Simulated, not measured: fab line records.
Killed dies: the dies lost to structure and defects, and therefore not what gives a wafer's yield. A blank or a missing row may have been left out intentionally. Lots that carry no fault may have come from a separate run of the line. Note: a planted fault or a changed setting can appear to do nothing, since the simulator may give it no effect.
Matching of chambers -- flow n5_finfet -- rie_diel-04 running N5_BEOL_M0_SAQP_ETCH_106: 4 sister chambers
The step etches SOC in N2/H2, stops on SiNx, target depth 150 nm. 8 wafers are shown with their chamber, then 9 later ones without.

## WAFERS PAIRED WITH THEIR CHAMBERS
wafer,chamber,throttle_valve_pct (%),showerhead_plenum_p_Torr (Torr)
L079.2,2,18.33,2.49
L079.5,2,18.33,2.49
L082.5,1,17.86,2.62
L084.2,3,18.14,2.56
L084.5,1,17.88,2.62
L085.3,0,17.85,2.48
L085.4,3,18.13,2.55
L085.6,0,17.85,2.48

## WAFERS WITH NO CHAMBER GIVEN
wafer,throttle_valve_pct (%),showerhead_plenum_p_Torr (Torr)
L087.2,17.84,2.48
L087.4,17.83,2.48
L087.5,17.83,2.48
L090.3,17.83,2.48
L090.5,18.16,2.55
L090.6,17.84,2.48
L094.1,17.84,2.47
L094.4,17.85,2.48
L094.5,18.17,2.55

## EACH ONE'S CHAMBER
wafer,from the rows above,in truth
L087.2,0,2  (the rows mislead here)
L087.4,0,0
L087.5,0,0
L090.3,0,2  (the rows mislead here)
L090.5,3,3
L090.6,0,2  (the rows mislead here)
L094.1,0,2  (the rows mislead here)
L094.4,0,0
L094.5,3,3
Correctly placed: 5 of 9. From these rows, 0 cannot be placed. Placed wrongly: 4.
How it was worked out, from the rows above alone: a wafer's distance from a chamber is the root of the sum, over the readings, of the square of ((its reading less the chamber's mean) divided by the reading's scatter). The wafer belongs to the nearest chamber; if the next one is less than 2 further off, it can't be placed. For every chamber, the mean is computed from those of its wafers that are shown. The scatter is the square root of a quotient: the sum, over the shown wafers, of each reading's squared deviation from its chamber's mean, divided by wafers minus chambers.
